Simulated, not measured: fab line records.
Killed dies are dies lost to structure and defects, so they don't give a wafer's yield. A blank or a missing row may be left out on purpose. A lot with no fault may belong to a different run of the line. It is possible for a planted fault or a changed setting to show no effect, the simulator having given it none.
Struck lot and sound lot, side by side :: flow nand_harc :: 15 steps out of a route of 1302
Sound: the wafers L535.2, L535.4, L535.5. Struck: wafers L549.1, L549.2, L549.5. The cause comes at the end.
For every step that has rows: the tool of each side, followed by ch and its chambers, followed by its first start. Under that, the readings that differ: sound wafers :: struck wafers :: difference of the means :: sigmas: that difference in standard deviations of wafers without a fault.
alike: readings with means less than 2 such deviations apart, plus words and numbers identical on both sides. not compared: withheld readings, readings lacking a value on some wafer, bounds such as >300 that could conceal the same value, and numbers that have no deviation in the record and whose values overlap.
Wherever a step has rows on one side only, a row that says differs or no value, or a row with sigmas, the two part there. Numbers that have no deviation but don't overlap get no sigmas and don't part them. A reading that every wafer of one side lacks parts them only if that side has two wafers or more.

NHARC_A_CHANNEL_FILL_D2_ALD_15: deposits SiNx, target thk 2 nm, pulse time 60 s, ald cycles 19.
  sound on ald_sin_batch-03 ch 0, day 13 23:34; struck on ald_sin_batch-02 ch 0
  alike: chamber_pressure_Torr, precursor_pulse_height_rel
NHARC_A_CHANNEL_FILL_D2_ALD_16: deposits SiO2, target thk 1.5 nm, pulse time 10 s, ald cycles 15.
  sound on ald_hk-04 ch 0,1,3, day 14 01:36; struck on ald_hk-04 ch 0,1, day 20 09:19
  alike: heater_power_outer_w, heater_power_w, precursor_pulse_height_rel
then, 2 steps without rows for these wafers: NHARC_A_CHANNEL_FILL_D2_ANNEAL_17 (time 1800 s); NHARC_A_CHANNEL_FILL_D2_CVD_18 (deposits poly-Si, target thk 3 nm).
NHARC_A_CHANNEL_FILL_D2_ETCHBACK_19: etches the open film in HBr/Cl2, target depth 5 nm, time 1.7 s.
  sound on rie_si-06 ch 0,1,3, day 14 13:20; struck on rie_si-04 ch 0,1,3, day 20 21:41
  alike: drypump_motor_current_A, oes_product_au, throttle_valve_pct
  not compared: rf_hours_counter_h
NHARC_A_CHANNEL_FILL_D2_ETCHBACK_20: etches the open film in C4F8/O2/Ar, target depth 27 nm, time 13.5 s.
  sound on rie_diel-11 ch 1,2, day 14 13:27; struck on rie_diel-13 ch 0,1, day 20 21:47
  alike: oes_product_au, rf_vpp_V
  not compared: rf_hours_counter_h
then, 5 steps without rows for these wafers: NHARC_A_CHANNEL_FILL_D2_STRIP_28 (strips in O2, time 20 s); NHARC_A_CHANNEL_FILL_D2_PRECLEAN_21 (cleans in dHF, time 30 s); NHARC_A_CHANNEL_FILL_D2_SRD_23; NHARC_A_CHANNEL_FILL_D2_CVD_05 (deposits poly-Si, target thk 5 nm); NHARC_A_CHANNEL_FILL_D2_ANNEAL_22 (time 7200 s).
NHARC_A_CHANNEL_FILL_D2_THK_MEAS_06: measures by ellipsometry.
  sound: film_metro-02 at day 15 00:44; struck: film_metro-02 at day 21 09:47
  alike: thk_nm
NHARC_A_CHANNEL_FILL_D2_ALD_25: deposits SiOx, target thk 60 nm, pulse time 10 s, ald cycles 600.
  sound on ald_hk-02 ch 2,3, day 15 01:25; struck on ald_hk-01 ch 0,3, day 21 09:51
  no value came back on the struck wafers for ald_cycles, heater_power_outer_w (W), heater_power_w (W), precursor_pulse_height_rel; on the sound wafers ald_cycles reads 600 600 600
NHARC_A_CHANNEL_FILL_D2_ETCHBACK_08: etches the open film in C4F8, target depth 220 nm, time 110 s.
  sound on rie_diel-09 ch 1,3; struck on rie_diel-11 ch 0,2,3
  alike: oes_product_au, rf_vpp_V
  not compared: rf_hours_counter_h
-- break in the record here, with 9 days between the starts of the struck wafers on either side (left off in module A_CHANNEL_FILL_D2, picked up again in module END, where the first step shown is number 1302 on the route) --
NHARC_END_SORT_01:
  sound on prober-01 ch 0, day 24 13:15; struck on prober-02 ch 0, day 30 15:44
reading: hold
sound: - - -
struck: await_dispo/4.3h/scrap await_dispo/4.3h/scrap await_dispo/4.3h/scrap
difference: no value on the sound wafers
sigmas: 

reading: killed_at_array
sound: 47 47 47
struck: 670 672 674
difference: +625
sigmas: +31

reading: killed_at_other
sound: 6 4 0
struck: 0 0 0
difference: -3
sigmas: -3

reading: killed_dies
sound: 54 54 49
struck: 677 677 677
difference: +625
sigmas: +31
  alike: killed_at_periphery, killed_open, killed_short

== WHERE THEY PART ==
First at NHARC_A_CHANNEL_FILL_D2_ALD_25; last, within this record, at NHARC_END_SORT_01.

WHY: whatever the simulator had introduced
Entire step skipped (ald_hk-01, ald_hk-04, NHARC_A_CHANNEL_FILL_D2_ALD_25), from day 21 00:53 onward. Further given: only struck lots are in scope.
